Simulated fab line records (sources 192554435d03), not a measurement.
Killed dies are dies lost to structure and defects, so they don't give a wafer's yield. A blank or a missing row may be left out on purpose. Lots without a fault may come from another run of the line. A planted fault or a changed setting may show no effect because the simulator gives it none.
Matching of chambers | flow n5-finfet | N5_FIN_SAQP_PECVD_47 on pecvd-03 has 3 sister chambers
The step deposits a-Si from SiH4/He, target thk 45 nm, time 36.3 s. 18 wafers are shown with their chamber, then 9 later ones without.

WAFERS WITH THEIR CHAMBER
wafer  | chamber | throttle-valve-pct (%) | heater-power-w (W) | showerhead-plenum-p-Torr (Torr)
L077.1 | 0       | 18.1                   | 878                | 5.63
L077.2 | 1       | 17.5                   | 853                | 5.64
L077.6 | 2       | 17.2                   | 1026               | 5.64
L078.1 | 1       | 17.8                   | 815                | 5.62
L078.4 | 0       | 18.3                   | 906                | 5.63
L078.6 | 2       | 17.2                   | 932                | 5.63
L081.1 | 0       | 18.2                   | 807                | 5.62
L081.5 | 2       | 17.6                   | 978                | 5.63
L081.6 | 0       | 18.0                   | 806                | 5.64
L082.1 | 0       | 18.1                   | 793                | 5.62
L082.3 | 2       | 17.6                   | 988                | 5.62
L082.5 | 2       | 17.3                   | 991                | 5.63
L084.1 | 2       | 17.4                   | 933                | 5.64
L084.3 | 1       | 17.5                   | 778                | 5.63
L084.4 | 1       | 17.8                   | 818                | 5.62
L087.1 | 1       | 17.7                   | 768                | 5.63
L087.2 | 0       | 18.1                   | 913                | 5.62
L087.3 | 2       | 17.6                   | 997                | 5.65

SIGNATURES (averages over the wafers above)
reading                  | chamber 0 | chamber 1 | chamber 2 | scatter within a chamber
throttle-valve-pct       | 18.133    | 17.660    | 17.414    | 0.154
heater-power-w           | 850.50    | 806.40    | 977.86    | 42.2
showerhead-plenum-p-Torr | 5.6267    | 5.6280    | 5.6343    | 0.00889
Rule: for a wafer and a chamber, the distance is found by dividing, reading by reading, the gap between the wafer's reading and the chamber's mean by the reading's scatter, squaring, summing and taking the root. If the next closest chamber is less than 2 further off than the closest, the wafer can't be placed; otherwise it belongs to the closest. The scatter is the square root of a quotient: the sum, over the shown wafers, of each reading's squared deviation from its chamber's mean, divided by wafers minus chambers.

WAFERS WHOSE CHAMBER IS MISSING
wafer  | throttle-valve-pct (%) | heater-power-w (W) | showerhead-plenum-p-Torr (Torr)
L088.3 | 17.7                   | 865                | 5.63
L088.5 | 17.5                   | 879                | 5.63
L088.6 | 18.2                   | 794                | 5.62
L094.2 | 17.9                   | 1000               | 5.63
L094.3 | 17.8                   | 886                | 5.62
L094.5 | 18.0                   | 869                | 5.63
L097.1 | 17.4                   | 1011               | 5.64
L097.3 | 17.9                   | 835                | 5.61
L097.6 | 17.8                   | 1008               | 5.64

EACH ONE'S CHAMBER
wafer  | from the rows above          | in truth
L088.3 | can't be placed: 1 or 0 or 2 | 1
L088.5 | can't be placed: 1 or 2      | 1
L088.6 | 0                            | 0
L094.2 | can't be placed: 2 or 0 or 1 | 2
L094.3 | can't be placed: 1 or 0 or 2 | 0
L094.5 | can't be placed: 0 or 1      | 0
L097.1 | 2                            | 2
L097.3 | can't be placed: 0 or 1      | 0
L097.6 | can't be placed: 2 or 0      | 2
Correctly placed: 2 of 9. Not placeable from these rows: 7 (in 7, the candidates include the true chamber). Placed wrongly: 0.
